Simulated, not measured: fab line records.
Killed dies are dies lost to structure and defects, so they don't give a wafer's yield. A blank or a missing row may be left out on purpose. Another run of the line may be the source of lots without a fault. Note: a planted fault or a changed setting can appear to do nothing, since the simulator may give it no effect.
Matching of chambers    flow nand_harc    NHARC_A_STAIRCASE_DEP_417 on pecvd-03 has 3 sister chambers
The step deposits Si3N4, target thk 60 nm. 20 wafers are shown with their chamber, then 10 later ones without.

## EACH WAFER AND ITS CHAMBER
wafer   chamber  heater_power_w (W)  susceptor_temp_C (C)
L074.1  1        749                 400.03
L074.3  2        638                 399.72
L074.5  1        763                 399.96
L076.1  0        808                 399.95
L076.4  1        769                 400.03
L076.6  0        772                 399.66
L077.3  2        577                 399.88
L077.5  2        592                 399.95
L077.6  0        858                 400.16
L080.2  1        639                 399.62
L080.4  0        880                 400.05
L080.6  2        654                 400.14
L082.3  1        763                 399.95
L082.5  1        752                 400.12
L082.6  0        841                 400.11
L085.4  0        842                 399.77
L085.5  0        844                 399.99
L085.6  1        698                 399.53
L086.2  1        653                 399.45
L086.5  0        923                 399.94

SIGNATURES (averages over the wafers above)
reading           chamber 0  chamber 1  chamber 2  scatter within a chamber
heater_power_w    846.00     723.25     615.25     47
susceptor_temp_C  399.9538   399.8363   399.9225   0.212
Rule: a wafer's distance from a chamber is the root of the sum, over the readings, of the square of ((its reading less the chamber's mean) divided by the reading's scatter). If the next closest chamber is less than 2 further off than the closest, the wafer can't be placed; otherwise it belongs to the closest. The scatter is the square root of a quotient: the sum, over the shown wafers, of each reading's squared deviation from its chamber's mean, divided by wafers minus chambers.

## WAFERS WITH NO CHAMBER GIVEN
wafer   heater_power_w (W)  susceptor_temp_C (C)
L086.6  651                 399.34
L089.3  784                 400.17
L089.4  691                 399.55
L089.5  793                 400.35
L088.3  817                 399.94
L088.4  723                 400.04
L088.6  697                 400.04
L097.1  627                 400.05
L097.3  825                 400.04
L097.5  814                 399.93

## WHICH CHAMBER EACH ONE RAN IN
wafer   from the rows above           in truth
L086.6  can't be placed: 1 or 2       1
L089.3  can't be placed: 0 or 1       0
L089.4  can't be placed: 1 or 2       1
L089.5  can't be placed: 0 or 1       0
L088.3  can't be placed: 0 or 1       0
L088.4  can't be placed: 1 or 2 or 0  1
L088.6  can't be placed: 1 or 2       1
L097.1  can't be placed: 2 or 1       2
L097.3  can't be placed: 0 or 1       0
L097.5  can't be placed: 0 or 1       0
Placed correctly: 0 of 10. Unplaceable from these rows: 10, with the true chamber sitting among the candidates in 10. Wrongly placed: 0.
